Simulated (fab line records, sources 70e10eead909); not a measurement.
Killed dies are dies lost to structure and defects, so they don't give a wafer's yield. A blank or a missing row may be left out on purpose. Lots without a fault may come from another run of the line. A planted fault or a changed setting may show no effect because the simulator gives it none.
Chamber matching | flow nand_harc | NHARC_P_M0_CMP_23 on cmp-01: 4 sister chambers
The step polishes, t overpolish 20 s, target thk 117.54 nm. 27 wafers are shown with their chamber, then 12 later ones without.

WAFERS WITH THEIR CHAMBER
wafer  | chamber | motor_current_A (A) | time_to_endpoint_s (s)
L075.1 | 2       | 11.1                | 32.4
L075.2 | 1       | 11.4                | 27.7
L075.6 | 0       | 11.4                | 31.6
L078.3 | 1       | 11.4                | 23.7
L078.4 | 0       | 11.1                | 28.7
L078.6 | 3       | 13.2                | 29.1
L081.1 | 1       | 11.8                | 24.5
L081.2 | 3       | 13.1                | 28.6
L081.6 | 1       | 11.9                | 23.2
L085.2 | 2       | 11.0                | 28.9
L085.5 | 2       | 10.8                | 31.1
L085.6 | 3       | 13.6                | 27.4
L086.3 | 1       | 10.8                | 23.9
L086.4 | 2       | 10.9                | 30.1
L086.5 | 1       | 11.3                | 25.2
L088.2 | 3       | 13.8                | 30.2
L088.3 | 1       | 11.8                | 26.2
L088.5 | 3       | 13.2                | 28.3
L087.1 | 0       | 11.4                | 32.5
L087.2 | 1       | 11.5                | 25.1
L087.5 | 2       | 12.1                | 31.6
L089.2 | 2       | 11.4                | 29.9
L089.4 | 3       | 13.6                | 26.2
L089.6 | 0       | 11.5                | 28.1
L090.1 | 1       | 11.7                | 28.7
L090.3 | 2       | 11.3                | 32.9
L090.6 | 2       | 11.6                | 33.1

SIGNATURES (means of the wafers above)
reading            | chamber 0 | chamber 1 | chamber 2 | chamber 3 | scatter within a chamber
motor_current_A    | 11.350    | 11.511    | 11.275    | 13.417    | 0.343
time_to_endpoint_s | 30.225    | 25.356    | 31.250    | 28.300    | 1.71
Rule: a wafer's distance from a chamber is the root of the sum, over the readings, of the square of ((its reading less the chamber's mean) divided by the reading's scatter). The wafer belongs to the nearest chamber; if the next one is less than 2 further off, it can't be placed. The scatter: the root of (the sum of the squares of (reading less its chamber's mean) over the shown wafers, divided by (wafers less chambers)).

WAFERS WITHOUT THEIR CHAMBER
wafer  | motor_current_A (A) | time_to_endpoint_s (s)
L091.1 | 13.2                | 27.8
L091.2 | 11.8                | 25.4
L091.5 | 11.0                | 31.4
L092.1 | 11.6                | 27.0
L092.3 | 10.8                | 30.8
L092.6 | 11.2                | 28.7
L096.2 | 13.4                | 28.6
L096.4 | 11.0                | 30.9
L096.6 | 11.8                | 23.6
L097.1 | 10.8                | 28.8
L097.3 | 11.5                | 24.3
L097.5 | 10.4                | 28.0

WHICH CHAMBER EACH WENT THROUGH
wafer  | from the rows above          | in truth
L091.1 | 3                            | 3
L091.2 | 1                            | 1
L091.5 | can't be placed: 2 or 0      | 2
L092.1 | can't be placed: 1 or 0 or 2 | 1
L092.3 | can't be placed: 2 or 0      | 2
L092.6 | can't be placed: 0 or 2 or 1 | 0
L096.2 | 3                            | 3
L096.4 | can't be placed: 2 or 0      | 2
L096.6 | 1                            | 1
L097.1 | can't be placed: 0 or 2 or 1 | 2
L097.3 | 1                            | 1
L097.5 | can't be placed: 0 or 2 or 1 | 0
Placed correctly: 5 of 12. Can't be placed from these rows: 7 (the true chamber is among the candidates in 7). Placed wrongly: 0.
